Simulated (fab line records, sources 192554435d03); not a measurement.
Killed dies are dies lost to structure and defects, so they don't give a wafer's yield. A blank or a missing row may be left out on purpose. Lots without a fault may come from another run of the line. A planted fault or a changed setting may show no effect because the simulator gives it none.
fab line records | flow n5_finfet
record lots=24 wafers=72 last_day=17
route steps=1938 shown BEOL_M13@1707 BEOL_M14@1747 MIM_TOP@1837
lots that met no fault: from a run of the same line without faults
start_h: hours from the record's first day to the start of the lot's first wafer shown | wait_h: hours since the lot's step before | " the same as in the row above | L1.1+2: a row that stands for several wafers | - no value, or no start given | * or withheld: withheld | < > ~ a bound
route shown NAME@n: a module of which the file shows steps, and the number in the route of the first | usual: mean/standard deviation of fault-free wafers | same: alike in all rows | chamber/n: place in a boat | sites: the reading at each site | _std_site: their standard deviation | _edge_site: outer sites' mean less inner sites' | radius_mm: how far each site lies from the wafer's centre | mask NAME#n: copy n | behind: the tool/chamber that last shaped the wafer | hold: why the lot was held/for how many hours/how that ended | device: the transistor (n, p or np) that didn't switch | end of line: the same wafers' tests at the end of the route | a step without rows: its recipe alone | killed: dies lost to structure and defects at the first sort, not the wafer's yield | map: a wafer's dies, x killed, . not, _ none there
set.NAME: the setting as run; set.NAME@STEP: as run at that earlier step | model.NAME: the simulator's own value behind a step, which no gauge read
steps of the route over a sample of lots; a table a step, a row a wafer
services: from which hour (start_h, from the record's first day; less than 0 if before it) a tool's chamber was out of use, for how many hours, and why
## steps
# step N5_BEOL_M13_SPUTTER_45
# recipe material=Cu target_thk_a=800 temp_c=-20 bias_v=60 power_w=26000 chamber_pressure_pa=0.13 time_s=13.33
# usual throttle_valve_pct=29.9/0.91
# same time_s=13.33
# columns lot.wafer tool chamber start_h wait_h throttle_valve_pct
L075.3 pvd_sputter-01 - 228.55 0.0 29.2
L075.4 " - " " 28.0
L075.6 " - " " 29.9
L074.1 pvd_sputter-03 - 234.59 0.0 30.2
L074.2 " - " " 31.6
L074.4 " - " " 30.4
L077.4 pvd_sputter-01 - 248.90 0.0 30.0
L077.5 " - " " 30.1
L077.6 " - " " 28.1
L076.2 pvd_sputter-02 - 252.47 0.0 29.7
L076.3 " - " " 30.9
L076.5 " - " " 30.3
L079.2 pvd_sputter-02 - 256.85 0.0 30.0
L079.3 " - " " 31.0
L079.6 " - " " 29.3
L078.1 pvd_sputter-02 - 261.81 0.0 29.6
L078.2 " - " " 30.1
L078.6 " - " " 29.6
L080.2 pvd_sputter-03 - 268.74 0.0 29.2
L080.3 " - " " 31.5
L080.6 " - " " 29.2
L081.2 pvd_sputter-01 - 269.03 0.0 28.9
L081.5 " - " " 30.0
L081.6 " - " " 29.0
L082.1 pvd_sputter-01 - 281.22 0.0 30.0
L082.3 " - " " 28.1
L082.4 " - " " 29.9
L083.1 pvd_sputter-01 - 287.01 0.0 28.1
L083.2 " - " " 29.1
L083.4 " - " " 30.0
L084.2 pvd_sputter-03 - 299.97 0.0 30.1
L084.3 " - " " 30.2
L084.6 " - " " 31.8
L086.2 pvd_sputter-02 - 316.32 0.0 29.2
L086.4 " - " " 30.4
L086.6 " - " " 29.7
L087.3 pvd_sputter-02 - 317.72 0.0 30.9
L087.5 " - " " 29.3
L087.6 " - " " 29.5
L085.1 pvd_sputter-01 - 318.51 0.0 28.3
L085.3 " - " " 30.2
L085.4 " - " " 30.0
L088.1 pvd_sputter-01 - 336.85 0.0 30.5
L088.5 " - " " 30.0
L088.6 " - " " 30.1
L089.3 pvd_sputter-01 - 337.33 0.0 30.0
L089.4 " - " " 30.0
L089.6 " - " " 28.6
L091.1 pvd_sputter-02 - 337.56 0.0 29.3
L091.2 " - " " 30.0
L091.6 " - " " 29.5
L090.2 pvd_sputter-02 - 345.29 0.0 29.4
L090.4 " - " " 29.4
L090.5 " - " " 29.4
L093.1 pvd_sputter-02 - 345.75 0.0 29.5
L093.3 " - " " 29.4
L093.4 " - " " 30.2
L094.2 pvd_sputter-01 - 348.63 0.0 28.3
L094.3 " - " " 29.2
L094.5 " - " " 28.2
L092.1 pvd_sputter-02 - 349.15 0.0 29.5
L092.4 " - " " 29.4
L092.6 " - " " 30.1
L095.4 pvd_sputter-03 - 369.96 0.0 29.2
L095.5 " - " " 29.1
L095.6 " - " " 31.6
L096.4 pvd_sputter-03 - 373.80 0.0 30.1
L096.5 " - " " 29.9
L096.6 " - " " 30.5
L097.1 pvd_sputter-03 - 385.27 0.0 29.3
L097.4 " - " " 29.9
L097.5 " - " " 30.5
# step N5_BEOL_M14_OVL_MEAS_29
# recipe points_per_wafer=44
# usual M14_OVL=3/6.3
# columns lot.wafer tool chamber start_h wait_h M14_OVL[nm]
L075.3 overlay-01 0 231.20 0.0 -1
L075.4 " 0 " " 4
L075.6 " 0 " " 14
L074.1 overlay-02 0 237.48 0.0 3
L074.2 " 0 " " 9
L074.4 " 0 " " 10
L077.4 overlay-01 0 251.59 0.0 -3
L077.5 " 0 " " -4
L077.6 " 0 " " -12
L076.2 overlay-02 0 254.91 0.0 -4
L076.3 " 0 " " 11
L076.5 " 0 " " 5
L079.2 overlay-01 0 260.45 0.0 -13
L079.3 " 0 " " -4
L079.6 " 0 " " -12
L078.1 overlay-02 0 265.28 0.0 0
L078.2 " 0 " " 2
L078.6 " 0 " " 1
L080.2 overlay-02 0 271.58 0.0 1
L080.3 " 0 " " 5
L080.6 " 0 " " 6
L081.2 overlay-01 0 272.25 0.0 12
L081.5 " 0 " " 13
L081.6 " 0 " " 5
L082.1 overlay-01 0 283.84 0.0 2
L082.3 " 0 " " -2
L082.4 " 0 " " 9
L083.1 overlay-02 0 289.60 0.0 4
L083.2 " 0 " " -1
L083.4 " 0 " " 5
L084.2 overlay-02 0 302.63 0.0 -4
L084.3 " 0 " " 2
L084.6 " 0 " " 1
L086.2 overlay-01 0 318.89 0.0 1
L086.4 " 0 " " -2
L086.6 " 0 " " -3
L087.3 overlay-02 0 320.34 0.0 1
L087.5 " 0 " " -4
L087.6 " 0 " " 8
L085.1 overlay-02 0 321.23 0.0 12
L085.3 " 0 " " 13
L085.4 " 0 " " 6
L088.1 overlay-01 0 339.73 0.0 14
L088.5 " 0 " " 12
L088.6 " 0 " " -1
L091.1 overlay-01 0 340.27 0.0 0
L091.2 " 0 " " 9
L091.6 " 0 " " 3
L089.3 overlay-01 0 340.62 0.0 -3
L089.4 " 0 " " -7
L089.6 " 0 " " -3
L090.2 overlay-01 0 347.73 0.0 -5
L090.4 " 0 " " 2
L090.5 " 0 " " 4
L093.1 overlay-02 0 348.60 0.0 4
L093.3 " 0 " " 0
L093.4 " 0 " " 5
L094.2 overlay-01 0 351.90 0.0 -4
L094.3 " 0 " " 4
L094.5 " 0 " " -3
L092.1 overlay-01 0 351.93 0.0 -6
L092.4 " 0 " " -4
L092.6 " 0 " " -5
L095.4 overlay-01 0 372.69 0.0 -1
L095.5 " 0 " " 3
L095.6 " 0 " " 1
L096.4 overlay-02 0 376.59 0.0 0
L096.5 " 0 " " 8
L096.6 " 0 " " 6
L097.1 overlay-01 0 388.06 0.0 13
L097.4 " 0 " " 5
L097.5 " 0 " " 12
# step N5_BEOL_M14_INSPECT_30
# recipe mode=adi inspect_instrument=macro
# usual raw_defect_count=2.0/1.5
# columns lot.wafer tool chamber start_h wait_h raw_defect_count
L075.3 defect_inspect-02 - 231.22 0.0 1
L075.4 " - " " 3
L075.6 " - " " 4
L074.1 defect_inspect-01 - 237.50 0.0 3
L074.2 " - " " 1
L074.4 " - " " 1
L077.4 defect_inspect-01 - 251.61 0.0 1
L077.5 " - " " 0
L077.6 " - " " 2
L076.2 defect_inspect-01 - 254.94 0.0 1
L076.3 " - " " 1
L076.5 " - " " 1
L079.2 defect_inspect-02 - 260.48 0.0 3
L079.3 " - " " 1
L079.6 " - " " 1
L078.1 defect_inspect-01 - 265.30 0.0 1
L078.2 " - " " 0
L078.6 " - " " 1
L080.2 defect_inspect-01 - 271.61 0.0 4
L080.3 " - " " 1
L080.6 " - " " 3
L081.2 defect_inspect-02 - 272.27 0.0 2
L081.5 " - " " 6
L081.6 " - " " 3
L082.1 defect_inspect-02 - 283.86 0.0 1
L082.3 " - " " 2
L082.4 " - " " 0
L083.1 defect_inspect-02 - 289.62 0.0 1
L083.2 " - " " 0
L083.4 " - " " 2
L084.2 defect_inspect-01 - 302.65 0.0 1
L084.3 " - " " 3
L084.6 " - " " 3
L086.2 defect_inspect-02 - 318.92 0.0 3
L086.4 " - " " 2
L086.6 " - " " 4
L087.3 defect_inspect-02 - 320.36 0.0 4
L087.5 " - " " 2
L087.6 " - " " 1
L085.1 defect_inspect-02 - 321.25 0.0 0
L085.3 " - " " 3
L085.4 " - " " 2
L088.1 defect_inspect-01 - 339.75 0.0 2
L088.5 " - " " 2
L088.6 " - " " 3
L091.1 defect_inspect-01 - 340.29 0.0 1
L091.2 " - " " 4
L091.6 " - " " 4
L089.3 defect_inspect-02 - 340.64 0.0 1
L089.4 " - " " 0
L089.6 " - " " 1
L090.2 defect_inspect-02 - 347.75 0.0 1
L090.4 " - " " 3
L090.5 " - " " 2
L093.1 defect_inspect-01 - 348.62 0.0 1
L093.3 " - " " 0
L093.4 " - " " 4
L094.2 defect_inspect-01 - 351.92 0.0 2
L094.3 " - " " 2
L094.5 " - " " 4
L092.1 defect_inspect-01 - 351.96 0.0 0
L092.4 " - " " 3
L092.6 " - " " 1
L095.4 defect_inspect-02 - 372.71 0.0 2
L095.5 " - " " 4
L095.6 " - " " 3
L096.4 defect_inspect-01 - 376.61 0.0 0
L096.5 " - " " 0
L096.6 " - " " 2
L097.1 defect_inspect-02 - 388.08 0.0 2
L097.4 " - " " 6
L097.5 " - " " 4
# step N5_BEOL_M14_ETCH_67
# recipe chemistry=CF4 target=SiARC target_depth_a=1430 time_s=238.3 ion_energy_ev=80 pressure_mtorr=40 source_w=545 bias_w=36 Ar_flow_sccm=100 cf4_flow_sccm=100 ends=cleared
# usual drypump_motor_current_A=5.6/0.45 etch_rf_on_time_s=238/7.9 oes_product_au=0.68/0.078 rf_vpp_V=183.9/0.96 showerhead_plenum_p_Torr=2.12/0.052 throttle_valve_pct=15.64/0.23
# columns lot.wafer tool chamber start_h wait_h drypump_motor_current_A etch_rf_on_time_s oes_product_au rf_hours_counter_h rf_vpp_V showerhead_plenum_p_Torr throttle_valve_pct
L075.3 rie_diel-04 2 231.33 0.0 5.5 233 0.75 43 182.5 2.07 15.55
L075.4 " 0 " " 4.8 231 0.70 - 184.2 2.16 15.49
L075.6 " 2 " " 5.5 231 0.76 - 183.0 2.07 15.54
L074.1 rie_diel-05 0 237.72 0.0 6.0 248 0.59 206 183.4 2.03 15.75
L074.2 " 1 " " 5.2 236 0.75 36 184.8 2.18 15.62
L074.4 " 2 " " 5.3 253 0.62 134 185.1 2.13 15.53
L077.4 rie_diel-05 1 251.68 0.0 5.3 232 0.76 41 183.7 2.18 15.66
L077.5 " 0 " " 5.9 248 0.58 - 183.9 2.03 15.75
L077.6 " 1 " " 5.3 236 0.75 - 184.2 2.18 15.65
L076.2 rie_diel-05 2 255.00 0.0 5.3 254 0.62 140 183.6 2.13 15.55
L076.3 " 3 " " 5.8 243 0.59 203 182.9 2.13 16.04
L076.5 " 1 " " 5.2 232 0.75 - 184.4 2.18 15.63
L079.2 rie_diel-03 3 260.56 0.0 5.5 224 0.75 57 186.0 2.17 15.54
L079.3 " 2 " " 5.4 226 0.85 6 184.7 2.18 15.46
L079.6 " 1 " " 6.3 244 0.67 - 185.7 2.14 15.59
L078.1 rie_diel-04 2 265.38 0.0 5.5 230 0.74 57 183.4 2.06 15.55
L078.2 " 1 " " 5.3 240 0.69 80 183.8 2.09 15.80
L078.6 " 3 " " 6.3 230 0.84 - 183.8 2.18 15.22
L080.2 rie_diel-05 1 271.68 0.0 5.3 234 0.74 49 184.5 2.18 15.65
L080.3 " 3 " " 5.8 245 0.59 208 184.2 2.13 16.07
L080.6 " 3 " " 5.8 247 0.58 - 184.6 2.13 16.06
L081.2 rie_diel-04 0 272.34 0.0 4.8 231 0.69 110 183.5 2.15 15.53
L081.5 " 2 " " 5.5 231 0.74 - 182.2 2.06 15.58
L081.6 " 3 " " 6.3 230 0.83 - 184.7 2.18 15.22
L082.1 rie_diel-04 1 283.93 0.0 5.3 240 0.69 85 183.9 2.09 15.81
L082.3 " 2 " " 5.5 232 0.73 63 183.0 2.06 15.56
L082.4 " 3 " " 6.3 229 0.82 11 185.2 2.18 15.24
L083.1 rie_diel-04 1 289.69 0.0 5.3 235 0.69 87 184.8 2.08 15.82
L083.2 " 0 " " 4.8 230 0.68 114 184.3 2.15 15.52
L083.4 " 3 " " 6.2 230 0.82 13 183.1 2.18 15.24
L084.2 rie_diel-04 1 302.72 0.0 5.3 238 0.68 92 181.8 2.08 15.82
L084.3 " 3 " " 6.3 233 0.80 18 184.7 2.17 15.23
L084.6 " 3 " " 6.3 234 0.80 - 184.1 2.17 15.26
L086.2 rie_diel-04 0 319.00 0.0 4.8 230 0.68 124 183.0 2.15 15.54
L086.4 " 2 " " 5.5 232 0.72 76 182.2 2.06 15.61
L086.6 " 3 " " 6.3 232 0.79 - 184.8 2.17 15.25
L087.3 rie_diel-05 2 320.43 0.0 5.3 256 0.60 161 183.9 2.12 15.57
L087.5 " 2 " " 5.3 250 0.61 - 184.3 2.12 15.58
L087.6 " 3 " " 5.8 243 0.58 - 183.7 2.12 16.09
L085.1 rie_diel-04 3 321.32 0.0 6.3 230 0.78 25 184.6 2.17 15.26
L085.3 " 2 " " 5.5 232 0.72 77 183.5 2.06 15.61
L085.4 " 1 " " 5.3 236 0.68 99 183.8 2.08 15.84
L088.1 rie_diel-03 2 339.97 0.0 5.3 224 0.80 35 183.2 2.17 15.51
L088.5 " 1 " " 6.3 241 0.65 - 182.4 2.13 15.67
L088.6 " 2 " " 5.3 225 0.79 - 184.5 2.17 15.51
L091.1 rie_diel-05 2 340.41 0.0 5.3 252 0.60 168 184.0 2.12 15.60
L091.2 " 0 " " 6.0 249 0.57 242 183.0 2.02 15.82
L091.6 " 2 " " 5.3 254 0.59 - 184.7 2.12 15.58
L089.3 rie_diel-03 1 340.90 0.0 6.3 243 0.65 140 183.1 2.13 15.66
L089.4 " 2 " " 5.4 226 0.79 - 185.5 2.17 15.52
L089.6 " 1 " " 6.3 243 0.65 - 184.6 2.13 15.67
L090.2 rie_diel-04 2 347.97 0.0 5.5 235 0.70 87 184.1 2.05 15.62
L090.4 " 1 " " 5.3 242 0.67 109 183.2 2.08 15.85
L090.5 " 0 " " 4.8 234 0.67 - 185.0 2.15 15.57
L093.1 rie_diel-05 3 348.69 0.0 5.8 240 0.58 235 184.7 2.12 16.13
L093.3 " 0 " " 6.0 247 0.56 247 183.7 2.02 15.86
L093.4 " 0 " " 6.0 249 0.56 - 181.9 2.02 15.83
L094.2 rie_diel-05 1 351.99 0.0 5.3 233 0.72 75 184.8 2.17 15.72
L094.3 " 0 " " 6.0 249 0.56 248 183.8 2.02 15.82
L094.5 " 1 " " 5.3 236 0.71 - 184.9 2.17 15.73
L092.1 rie_diel-04 0 352.12 0.0 4.8 233 0.67 138 183.6 2.15 15.59
L092.4 " 1 " " 5.3 240 0.66 110 183.4 2.08 15.87
L092.6 " 1 " " 5.3 239 0.67 - 183.4 2.08 15.87
L095.4 rie_diel-04 0 372.78 0.0 4.8 230 0.66 144 183.6 2.14 15.59
L095.5 " 3 " " 6.3 228 0.77 - 185.0 2.17 15.29
L095.6 " 0 " " 4.8 231 0.67 - 182.4 2.14 15.59
L096.4 rie_diel-05 1 376.83 0.1 5.2 238 0.70 - 184.2 2.16 15.74
L096.5 " 3 " " 5.8 250 0.57 - 184.4 2.12 16.13
L096.6 " 2 " " 5.3 257 0.59 - 184.9 2.12 15.60
L097.1 rie_diel-05 1 388.15 0.0 5.2 236 0.69 90 183.9 2.16 15.75
L097.4 " 1 " " 5.2 235 0.70 - 183.9 2.16 15.76
L097.5 " 0 " " 6.0 239 0.81 - 185.3 2.27 15.30
# step N5_BEOL_M14_PRE_CLEAN_42
# recipe gas=H2/He time_s=30 temp_c=300
# usual heater_power_w=463/32
# same time_s=30
# columns lot.wafer tool chamber start_h wait_h heater_power_w
L075.3 pvd_sputter-01 - 233.88 0.0 434
L075.4 " - " " 423
L075.6 " - " " 508
L074.1 pvd_sputter-02 - 239.63 0.0 401
L074.2 " - " " 496
L074.4 " - " " 418
L077.4 pvd_sputter-03 - 255.13 0.0 456
L077.5 " - " " 457
L077.6 " - " " 495
L076.2 pvd_sputter-03 - 256.93 0.0 478
L076.3 " - " " 454
L076.5 " - " " 500
L079.2 pvd_sputter-02 - 261.97 0.0 518
L079.3 " - " " 485
L079.6 " - " " 501
L078.1 pvd_sputter-03 - 268.86 0.0 450
L078.2 " - " " 480
L078.6 " - " " 482
L080.2 pvd_sputter-01 - 272.79 0.0 432
L080.3 " - " " 491
L080.6 " - " " 510
L081.2 pvd_sputter-02 - 273.27 0.0 418
L081.5 " - " " 463
L081.6 " - " " 415
L082.1 pvd_sputter-02 - 287.74 0.0 509
L082.3 " - " " 410
L082.4 " - " " 485
L083.1 pvd_sputter-01 - 292.31 0.0 497
L083.2 " - " " 421
L083.4 " - " " 434
L084.2 pvd_sputter-01 - 305.17 0.0 493
L084.3 " - " " 514
L084.6 " - " " 416
L086.2 pvd_sputter-01 - 323.11 0.0 426
L086.4 " - " " 496
L086.6 " - " " 434
L087.3 pvd_sputter-03 - 323.21 0.0 460
L087.5 " - " " 468
L087.6 " - " " 471
L085.1 pvd_sputter-02 - 323.49 0.0 496
L085.3 " - " " 411
L085.4 " - " " 400
L088.1 pvd_sputter-01 - 342.17 0.0 425
L088.5 " - " " 425
L088.6 " - " " 497
L091.1 pvd_sputter-03 - 342.17 0.0 466
L091.2 " - " " 477
L091.6 " - " " 481
L089.3 pvd_sputter-01 - 345.07 0.0 503
L089.4 " - " " 491
L089.6 " - " " 501
L090.2 pvd_sputter-03 - 351.72 0.0 455
L090.4 " - " " 497
L090.5 " - " " 490
L093.1 pvd_sputter-01 - 352.51 0.0 423
L093.3 " - " " 432
L093.4 " - " " 498
L094.2 pvd_sputter-03 - 355.24 0.0 463
L094.3 " - " " 479
L094.5 " - " " 458
L092.1 pvd_sputter-01 - 355.27 0.0 433
L092.4 " - " " 490
L092.6 " - " " 485
L095.4 pvd_sputter-03 - 373.92 0.0 448
L095.5 " - " " 442
L095.6 " - " " 492
L096.4 pvd_sputter-03 - 378.11 0.0 496
L096.5 " - " " 477
L096.6 " - " " 497
L097.1 pvd_sputter-03 - 393.43 0.0 459
L097.4 " - " " 459
L097.5 " - " " 507
# step N5_MIM_TOP_DEGAS_04
# recipe ambient=vacuum temp_c=300 time_s=60
# usual heater_power_w=465/34
# same time_s=60
# columns lot.wafer tool chamber start_h wait_h heater_power_w
L075.3 pvd_sputter-02 - 243.10 - 412
L075.4 " - " " 403
L075.6 " - " " 410
L074.1 pvd_sputter-02 - 251.23 - 415
L074.2 " - " " 462
L074.4 " - " " 415
L077.4 pvd_sputter-03 - 267.00 - 478
L077.5 " - " " 455
L077.6 " - " " 463
L076.2 pvd_sputter-01 - 269.15 - 489
L076.3 " - " " 495
L076.5 " - " " 500
L079.2 pvd_sputter-01 - 273.11 - 497
L079.3 " - " " 427
L079.6 " - " " 432
L078.1 pvd_sputter-01 - 280.08 - 437
L078.2 " - " " 501
L078.6 " - " " 444
L080.2 pvd_sputter-03 - 286.85 - 459
L080.3 " - " " 490
L080.6 " - " " 494
L081.2 pvd_sputter-02 - 290.58 - 413
L081.5 " - " " 502
L081.6 " - " " 410
L082.1 pvd_sputter-01 - 296.59 - 509
L082.3 " - " " 436
L082.4 " - " " 495
L083.1 pvd_sputter-03 - 302.28 - 476
L083.2 " - " " 435
L083.4 " - " " 455
L084.2 pvd_sputter-01 - 316.03 - 491
L084.3 " - " " 500
L084.6 " - " " 497
L087.3 pvd_sputter-02 - 336.18 - 510
L087.5 " - " " 506
L087.6 " - " " 426
L086.2 pvd_sputter-02 - 336.30 - 505
L086.4 " - " " 475
L086.6 " - " " 394
L085.1 pvd_sputter-03 - 336.60 - 445
L085.3 " - " " 441
L085.4 " - " " 488
L088.1 pvd_sputter-02 - 352.47 - 474
L088.5 " - " " 514
L088.6 " - " " 420
L091.1 pvd_sputter-03 - 354.24 - 461
L091.2 " - " " 486
L091.6 " - " " 496
L089.3 pvd_sputter-03 - 355.52 - 460
L089.4 " - " " 491
L089.6 " - " " 499
L090.2 pvd_sputter-01 - 366.96 - 435
L090.4 " - " " 488
L090.5 " - " " 486
L093.1 pvd_sputter-01 - 367.44 - 433
L093.3 " - " " 488
L093.4 " - " " 476
L094.2 pvd_sputter-03 - 369.46 - 505
L094.3 " - " " 448
L094.5 " - " " 489
L092.1 pvd_sputter-02 - 373.19 - 507
L092.4 " - " " 401
L092.6 " - " " 407
L095.4 pvd_sputter-01 - 385.05 - 483
L095.5 " - " " 491
L095.6 " - " " 423
L096.4 pvd_sputter-03 - 390.99 - 491
L096.5 " - " " 476
L096.6 " - " " 484
L097.1 pvd_sputter-03 - 405.28 - 459
L097.4 " - " " 472
L097.5 " - " " 454
## services
# columns tool chamber start_h hours kind
rie_diel-04 2 205.62 6.8 repair
rie_diel-04 3 229.79 - clean
rie_diel-04 3 229.79 - consumable_replace:focus_ring
rie_diel-04 3 229.79 18.8 scheduled_down
rie_diel-04 3 229.79 18.8 vent_cycle
rie_diel-05 3 257.16 2.8 repair
rie_diel-04 2 277.62 3.7 repair
pvd_sputter-01 - 301.73 2.1 repair
pvd_sputter-01 - 310.66 1.0 repair
rie_diel-05 - 312.87 0.5 repair
rie_diel-05 - 314.04 0.3 repair
pvd_sputter-01 - 328.15 1.8 repair
rie_diel-03 3 328.53 19.9 repair
rie_diel-05 1 338.88 7.3 repair
rie_diel-05 2 346.91 6.7 repair
rie_diel-05 0 355.48 - clean
rie_diel-05 0 355.48 - consumable_replace:focus_ring
rie_diel-05 0 355.48 - consumable_replace:showerhead
rie_diel-05 0 355.48 24.1 scheduled_down
rie_diel-05 0 355.48 24.1 vent_cycle
rie_diel-04 3 384.80 2.1 repair
rie_diel-03 0 384.97 14.7 repair
rie_diel-05 3 385.29 - clean
rie_diel-05 3 385.29 - consumable_replace:focus_ring
## key
fault none
